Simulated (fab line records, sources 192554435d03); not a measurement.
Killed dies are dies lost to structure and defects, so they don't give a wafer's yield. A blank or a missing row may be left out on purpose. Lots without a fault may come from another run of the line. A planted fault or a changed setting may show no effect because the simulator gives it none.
Split-lot experiment | flow n5_finfet | 7 lots, 21 wafers read, on a route of 1938 steps

THE SPLIT
At N5_BEOL_M7_PECVD_70 (deposits SiO2 from TEOS/O2, target thk 20 nm, time 22.7 s), the setting time_s was moved away from the recipe's 22.7 s on 7 of the 21 wafers read, by -10.2% to +14.1%. The other wafers ran this setting at the recipe's value.

The reading is taken at the split's own step.

THE READING
SiO2_of_BEOL_M7_PECVD_70.thk_nm (the simulator's own value, which no gauge read), in nm, at N5_BEOL_M7_PECVD_70 (deposits SiO2 from TEOS/O2, target thk 20 nm, time 22.7 s). The file gives no usual value for it. The 14 wafers here that ran the recipe average 20.0 nm, standard deviation 0.29 nm.

wafer  | tool, chamber at the split | time_s as run, s | against the recipe | SiO2_of_BEOL_M7_PECVD_70.thk_nm, nm | against lot-mates on the recipe
L076.3 | pecvd-02, 1,0              | 22.7             | recipe             | 19.6                                | -
L076.5 | pecvd-02, 1,0              | 22.7             | recipe             | 19.6                                | -
L076.4 | pecvd-02, 2                | 22.7             | recipe             | 19.8                                | -
L079.1 | pecvd-02, 1,0              | 22.7             | recipe             | 20                                  | -
L079.6 | pecvd-02, 1,0              | 22.7             | recipe             | 20                                  | -
L079.5 | pecvd-02, 2                | 22.7             | recipe             | 20.2                                | -
L086.1 | pecvd-02, 2                | 25.9             | +14.1%             | 22.6                                | no lot-mate on the recipe
L086.4 | pecvd-02, 0                | 25.9             | +14.1%             | 23.2                                | no lot-mate on the recipe
L086.6 | pecvd-02, 1                | 25.9             | +14.1%             | 23                                  | no lot-mate on the recipe
L087.4 | pecvd-02, 2                | 21.31            | -6.1%              | 19                                  | -1.4
L087.5 | pecvd-02, 0                | 22.7             | recipe             | 20.4                                | -
L087.6 | pecvd-02, 1                | 21.31            | -6.1%              | 19.4                                | -1.0
L088.1 | pecvd-03, 0                | 22.7             | recipe             | 19.8                                | -
L088.5 | pecvd-03, 1                | 22.7             | recipe             | 20.2                                | -
L088.6 | pecvd-03, 2                | 22.7             | recipe             | 20.4                                | -
L096.1 | pecvd-02, 1                | 20.38            | -10.2%             | 17.8                                | -2.4
L096.2 | pecvd-02, 2                | 20.38            | -10.2%             | 17.6                                | -2.6
L096.6 | pecvd-02, 1                | 22.7             | recipe             | 20.2                                | -
L097.1 | pecvd-04, 1                | 22.7             | recipe             | 20.4                                | -
L097.3 | pecvd-04, 2                | 22.7             | recipe             | 19.6                                | -
L097.6 | pecvd-04, 0                | 22.7             | recipe             | 20                                  | -
Where a row lists several chambers, the file gives one row for several wafers and doesn't say which wafer went through which chamber.

THE FIT
A straight line over all 21 wafers: SiO2_of_BEOL_M7_PECVD_70.thk_nm changes by +0.205 nm for each +1% of time_s; r = +0.97; the points scatter about the line by 0.32 nm.
The same after taking each lot's own level away (the mean of its wafers on the recipe; 18 wafers): +0.233 nm for each +1%; r = +0.97; scatter 0.22 nm.
On that fit, the largest move of time_s shifts the reading by 3.3 nm.
The lots' own levels span 19.67 to 20.40 nm, that is 2.6 times the standard deviation above.
So the lot-to-lot level changes the slope: the two fits differ.
Check: with one of the wafers moved furthest among these (-10.2%) left out of the fit, the line predicts -2.35 nm for it against its lot-mates. It came out at -2.4 nm against them.

OTHER SPLITS ON THESE WAFERS
These wafers also went through other splits before the reading. Each is held against what the fit with the lots' levels taken away leaves over:
other split on the same wafers   | wafers away from the commonest value | r with SiO2_of_BEOL_M7_PECVD_70.thk_nm (lot level and that fit taken away)
N5_BEOL_M4_COAT_05 spin_rpm      | 7                                    | -0.10
N5_BEOL_M4_TRENCH_ETCH_37 bias_w | 7                                    | -0.42
N5_BEOL_M5_COAT_74 spin_rpm      | 6                                    | -0.09
N5_BEOL_M5_COAT_22 spin_rpm      | 7                                    | +0.15

THE WHOLE CHAIN: every reading that the file lists as answering this split, in the file's order
step                    | what it does                                              | reading                                                                          | change (the file's fit)                                                                                          | r (the file's)
N5_BEOL_M7_PECVD_70     | deposits SiO2 from TEOS/O2, target thk 20 nm, time 22.7 s | SiO2_of_BEOL_M7_PECVD_70.thk_nm (the simulator's own value, which no gauge read) | +0.232 nm for each +1% of the setting                                                                            | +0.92
N5_PASSIVATION_PROBE_49 |                                                           | defect_limited_yield                                                             | +2.45 for each +1% of the setting, in a fit together with peb_time_s@BEOL_M8_PEB_09,power_w@BEOL_M9_SPUTTER_48   | 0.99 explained
N5_PASSIVATION_PROBE_49 |                                                           | killed_dies                                                                      | -28.9 for each +1% of the setting, in a fit together with peb_time_s@BEOL_M8_PEB_09,power_w@BEOL_M9_SPUTTER_48   | 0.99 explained
N5_PASSIVATION_PROBE_49 |                                                           | sort_yield_pct                                                                   | +2.45 % for each +1% of the setting, in a fit together with peb_time_s@BEOL_M8_PEB_09,power_w@BEOL_M9_SPUTTER_48 | 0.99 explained

THE FILE'S OWN FIT
SiO2_of_BEOL_M7_PECVD_70.thk_nm changes by +0.232 nm for each +1% of time_s, r = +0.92.
